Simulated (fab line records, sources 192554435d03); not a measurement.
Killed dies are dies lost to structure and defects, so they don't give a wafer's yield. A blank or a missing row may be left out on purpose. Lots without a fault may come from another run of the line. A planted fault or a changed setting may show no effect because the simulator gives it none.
Chamber matching | flow n5_finfet | N5_ZERO_LAYER_ETCH_18 on rie_si-04: 4 sister chambers
The step etches Si in HBr/Cl2, target depth 120 nm, time 40 s. 4 wafers are shown with their chamber, then 8 later ones without.

WAFERS WITH THEIR CHAMBER
wafer  | chamber | throttle_valve_pct (%)
L087.1 | 0       | 36.49
L089.1 | 2       | 36.16
L089.2 | 3       | 36.12
L094.2 | 1       | 36.52

WAFERS WITHOUT THEIR CHAMBER
wafer  | throttle_valve_pct (%)
L094.3 | 36.17
L094.6 | 36.51
L095.2 | 36.51
L095.3 | 36.11
L095.4 | 36.17
L097.1 | 36.52
L097.2 | 36.10
L097.3 | 36.15

WHICH CHAMBER EACH WENT THROUGH
wafer  | from the rows above     | in truth
L094.3 | 2                       | 2
L094.6 | can't be placed: 1 or 0 | 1
L095.2 | can't be placed: 1 or 0 | 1
L095.3 | 3                       | 3
L095.4 | 2                       | 2
L097.1 | 1                       | 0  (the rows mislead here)
L097.2 | 3                       | 3
L097.3 | can't be placed: 2 or 3 | 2
Placed correctly: 4 of 8. Can't be placed from these rows: 3 (the true chamber is among the candidates in 3). Placed wrongly: 1.
How it was worked out, from the rows above alone: a wafer's distance from a chamber is the root of the sum, over the readings, of the square of ((its reading less the chamber's mean) divided by the reading's scatter). The wafer belongs to the nearest chamber; if the next one is less than 2 further off, it can't be placed. A chamber's mean is the mean of its shown wafers. The scatter: with one shown wafer a chamber, the root of the mean of the squares of how far each hidden wafer lies from its nearest shown one.
